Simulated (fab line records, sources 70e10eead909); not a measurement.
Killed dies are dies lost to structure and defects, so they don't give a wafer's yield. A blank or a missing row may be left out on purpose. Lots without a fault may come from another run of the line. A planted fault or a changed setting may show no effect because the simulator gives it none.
A struck lot beside a sound one | flow nand_harc | 15 steps out of a route of 1159
Sound: wafers L208.3, L208.5, L208.6. Struck: wafers L214.1, L214.3, L214.5. The cause comes at the end.
At each step with rows: each side's tool, then ch and its chambers, then its first start. Under that, the readings that differ: sound wafers | struck wafers | difference of the means | sigmas: that difference in standard deviations of wafers without a fault.
alike: readings whose means differ by less than 2 such deviations, and words and numbers that are the same on both sides. not compared: withheld readings, readings that some wafer has no value for, bounds like >300 that may hide the same value, and numbers for which the record gives no deviation and whose values overlap.
The two part at a step that has a row with sigmas, a row that says differs or no value, or rows on one side only. Numbers that don't overlap but have no deviation are shown without sigmas and don't part them. A reading that every wafer of one side lacks parts them only if that side has two wafers or more.

NHARC_P_GATE_ETCH_104: etches the open film in CF4/CHF3, target depth 60 nm.
  sound on rie_diel-04 ch 0,1,3, day 6 10:19; struck on rie_diel-04 ch 2,3, day 8 02:30
  reading               | sound             | struck            | difference | sigmas
  oes_product_au (a.u.) | 0.980 0.974 0.965 | 0.934 0.922 0.926 | -0.046     | -2
  alike: bias_w, drypump_motor_current_A, rf_vpp_V, showerhead_plenum_p_Torr, throttle_valve_pct
NHARC_P_GATE_HM_OPEN_105: chemistry O2/COS, target depth 360 nm.
  sound on rie_diel-04 ch 0,1,2; struck on rie_diel-04 ch 0,1
  alike: bias_w, drypump_motor_current_A, oes_product_au, rf_vpp_V, showerhead_plenum_p_Torr, throttle_valve_pct
  not compared: rf_hours_counter_h
then, 3 steps without rows for these wafers: NHARC_P_GATE_STRIP_106 (strips in O2/COS); NHARC_P_GATE_ETCH_114 (etches the open film in CF4/O2, target depth 30 nm, overetch 3 nm, time 16.5 s); NHARC_P_GATE_ETCH_32 (etches the open film in HBr/Cl2, target depth 150 nm, time 100.1 s).
NHARC_P_GATE_STRIP_108: strips in O2.
  sound on rie_diel-04 ch 0,1,2, day 6 10:52; struck on rie_diel-04 ch 0,1,2, day 8 03:08
  alike: chamber_pressure_mTorr, drypump_motor_current_A, oes_product_au, rf_vpp_V, showerhead_plenum_p_Torr, throttle_valve_pct
  not compared: rf_hours_counter_h
NHARC_P_GATE_CD_MEAS_33:
  sound on cd_sem-02, day 6 11:01; struck on cd_sem-01, day 8 03:18
  alike: cd_nm
then, 3 steps without rows for these wafers: NHARC_P_GATE_STRIP_35 (strips in SPM, time 600 s); NHARC_P_GATE_PRECLEAN_73 (cleans in SC1); NHARC_P_GATE_SRD_74.
NHARC_P_GATE_ALD_36: deposits SiNx, target thk 20 nm, pulse time 60 s, ald cycles 223.
  sound on ald_sin-04 ch 0,3, day 6 11:28; struck on ald_sin-02 ch 0,2,3, day 8 04:50
  alike: heater_power_w, precursor_pulse_height_rel
NHARC_P_GATE_ETCHBACK_37: etches the open film in CHF3/O2, target depth 34.5 nm, time 17.2 s.
  sound on rie_diel-04 ch 0,2,3; struck on rie_diel-04 ch 0,1,2
  alike: bias_w, drypump_motor_current_A, oes_product_au, rf_vpp_V, showerhead_plenum_p_Torr, throttle_valve_pct
  not compared: rf_hours_counter_h
NHARC_P_GATE_STRIP_101: strips in O2, time 20 s.
  sound on rie_diel-04 ch 0,2, day 6 21:13; struck on rie_diel-04 ch 0,3, day 8 13:26
  no value came back on the struck wafers for any of 7 readings (bias_w (W), chamber_pressure_mTorr (mTorr) and others); on the sound wafers bias_w (W) reads 0 0 0
  not compared: rf_hours_counter_h
then, 1 step without rows for these wafers: NHARC_P_GATE_PRECLEAN_97 (cleans in SPM, time 600 s).
-- the record jumps here: 17 days lie between the struck wafers' starts before and after (it left off in module P_GATE and takes up again in module END, whose first step shown is number 1159 of the route) --
NHARC_END_SORT_01:
  the record has rows for the struck wafers here (prober-01 ch 0, day 25 17:35) and none for the sound ones

WHERE THEY PART
First at NHARC_P_GATE_ETCH_104; last, within this record, at NHARC_END_SORT_01.

WHY: what the simulator had put in
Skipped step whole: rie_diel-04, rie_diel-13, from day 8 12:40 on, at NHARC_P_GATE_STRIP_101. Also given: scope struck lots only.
